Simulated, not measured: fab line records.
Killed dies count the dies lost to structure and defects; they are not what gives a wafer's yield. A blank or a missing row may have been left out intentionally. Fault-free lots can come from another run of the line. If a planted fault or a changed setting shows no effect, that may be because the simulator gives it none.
Which tool was responsible? -- flow nandHarc -- 42 wafers from 14 lots sampled at 5 of the route's 1302 steps

WHAT EACH GAUGE READ, for each wafer
NHARC_THIN_TSV_CD_MEAS_37.
lot,measured,on,cdNm (nm)
L368,day 24 16:04,cdSem-01,5000.7 4998.9 4995.2
L369,day 24 17:19,cdSem-02,4996.7 5000.5 4997.7
L370,day 24 22:07,cdSem-02,4999.1 4995.0 4997.9
L371,day 24 21:05,cdSem-01,4998.3 4999.8 5000.6
L373,day 26 00:25,cdSem-03,4993.0 4992.4 4995.7
L374,day 26 12:28,cdSem-02,5000.5 4996.3 5003.1
L375,day 26 11:17,cdSem-02,4994.9 4999.2 4998.3
L377,day 28 05:31,cdSem-01,4998.0 4999.7 4999.0
L379,day 28 13:51,cdSem-03,4993.1 5000.3 4995.9
L380,day 29 10:22,cdSem-03,4995.1 4996.3 4996.6
L383,day 29 16:34,cdSem-02,4998.1 4999.0 4997.4
L382,day 30 09:51,cdSem-01,4998.2 4999.2 4998.7
L390,day 33 09:14,cdSem-03,4999.9 4999.8 4999.0
L391,day 33 21:01,cdSem-03,5000.3 4998.5 4994.3

NHARC_END_SORT_01.
lot,measured,on,killedAtArray,killedAtOther,killedAtPeriphery,killedDies,killedOpen,killedShort
L390,day 33 14:43,prober-01,155 156 135,1 0 0,2 3 3,158 159 138,4 3 3,3 2 0
L391,day 34 07:01,prober-01,150 107 129,1 0 0,2 3 5,153 110 134,2 4 2,9 3 2

TOOL THAT RAN EACH LOT (tool first, then ch and the chambers of the sampled wafers, then the start)
lot,NHARC_A_CONTACT_STRIP_103,NHARC_THIN_TSV_DEP_43,NHARC_THIN_TSV_ETCH_15
L368,"rieDiel-04 ch 0,1,3, day 22 13:40","pecvd-03 ch 0,1, day 24 08:01","rieSi-06 ch 0,1,2, day 24 09:41"
L369,"rieDiel-04 ch 0,2,3, day 22 15:05","pecvd-03 ch 0,1, day 24 09:07","rieSi-03 ch 0,1,2, day 24 10:46"
L370,"rieDiel-04 ch 0,2,3, day 22 21:20","pecvd-03 ch 0,2, day 24 14:06","rieSi-03 ch 0,3, day 24 15:38"
L371,"rieDiel-04 ch 0,2, day 22 23:40","pecvd-03 ch 0,1,2, day 24 12:56","rieSi-03 ch 2,3, day 24 14:32"
L373,"rieDiel-04 ch 0,1,2, day 23 16:13","pecvd-04 ch 0,2, day 25 16:21","rieSi-03 ch 0,1,3, day 25 17:49"
L374,"rieDiel-11 ch 0,3, day 24 12:34","pecvd-04 ch 0,1,2, day 26 04:19","rieSi-03 ch 1,2, day 26 05:51"
L375,"rieDiel-04 ch 1,2,3, day 24 15:46","pecvd-04 ch 0,1, day 26 03:07","rieSi-03 ch 0,1, day 26 04:46"
L377,"rieDiel-04 ch 1,2,3, day 26 05:46","pecvd-04 ch 0,1,2, day 27 21:27","rieSi-03 ch 0,2, day 27 22:58"
L379,"rieDiel-04 ch 2,3, day 26 12:09","pecvd-03 ch 0,1,2, day 28 05:38","rieSi-01 ch 0,1,2, day 28 07:20"
L380,"rieDiel-11 ch 0,1,2, day 27 10:39","pecvd-04 ch 1,2, day 29 01:45","rieSi-06 ch 0,1, day 29 03:45"
L383,"rieDiel-04 ch 1,2,3, day 27 17:58","pecvd-02 ch 1,2, day 29 08:13","rieSi-06 ch 0,1,3, day 29 09:52"
L382,"rieDiel-04 ch 1,2,3, day 28 08:23","pecvd-03 ch 0,1,2, day 30 01:06","rieSi-03 ch 0,1,3, day 30 02:39"
L390,"rieDiel-04 ch 0,1,2, day 31 11:11","pecvd-04 ch 0,2, day 33 00:55","rieSi-01 ch 1,2,3, day 33 02:41"
L391,"rieDiel-04 ch 0,2,3, day 31 18:22","pecvd-03 ch 0,1,2, day 33 12:41","rieSi-01 ch 0,2,3, day 33 14:20"
- NHARC_A_CONTACT_STRIP_103: strips in N2/H2.
- NHARC_THIN_TSV_DEP_43: deposits SiO2, target thk 1328.5 nm.
- NHARC_THIN_TSV_ETCH_15: target depth 3000 nm, bosch target overetch cycles 2, bosch etch step 2.8 s.

WHAT THE TOOLS THEMSELVES READ (means of the sampled wafers that have a number; where no wafer has one, the mark that the record gives instead)
NHARC_THIN_TSV_DEP_43.
lot,tool,throttleValvePct (%)
L368,pecvd-03,15.7
L369,pecvd-03,15.5
L370,pecvd-03,15.8
L371,pecvd-03,15.5
L373,pecvd-04,15.8
L374,pecvd-04,16.1
L375,pecvd-04,15.8
L377,pecvd-04,15.7
L379,pecvd-03,15.4
L380,pecvd-04,15.9
L383,pecvd-02,15.9
L382,pecvd-03,15.8
L390,pecvd-04,15.8
L391,pecvd-03,15.3

NHARC_THIN_TSV_ETCH_15.
lot,tool,drypumpMotorCurrentA (A)
L368,rieSi-06,5.3
L369,rieSi-03,5.4
L370,rieSi-03,5.1
L371,rieSi-03,5.4
L373,rieSi-03,5.4
L374,rieSi-03,5.8
L375,rieSi-03,5.7
L377,rieSi-03,5.1
L379,rieSi-01,5.4
L380,rieSi-06,5.5
L383,rieSi-06,5.4
L382,rieSi-03,5.4
L390,rieSi-01,5.2
L391,rieSi-01,5.1

THE ANSWER, worked out from the rows above alone
Rule: usual is defined by the lots themselves. Put in order of their means at a reading, lots are off if they are a third of the lots or fewer, leave a main group of 4 or more, and stand apart from it by a gap of 3 or more times the standard deviation of the main group's means; of several such gaps the widest counts. The tables above print the reading to a certain number of digits; a main group whose means all agree to those digits is not used. A lot without any number at a reading at which 4 lots or more have one is off too. Where the step has rows for the other lots, those lots are counted as sound. After the gauges, taken in route order, come the tools' own readings; for these a lot's mean is taken, as printed above. At the first step where some lot is off, the reading lying furthest off is the one used; lots without a number count as furthest.
None of the lots is off at any reading shown; this tells nothing.

WHAT THE SIMULATOR PUT IN
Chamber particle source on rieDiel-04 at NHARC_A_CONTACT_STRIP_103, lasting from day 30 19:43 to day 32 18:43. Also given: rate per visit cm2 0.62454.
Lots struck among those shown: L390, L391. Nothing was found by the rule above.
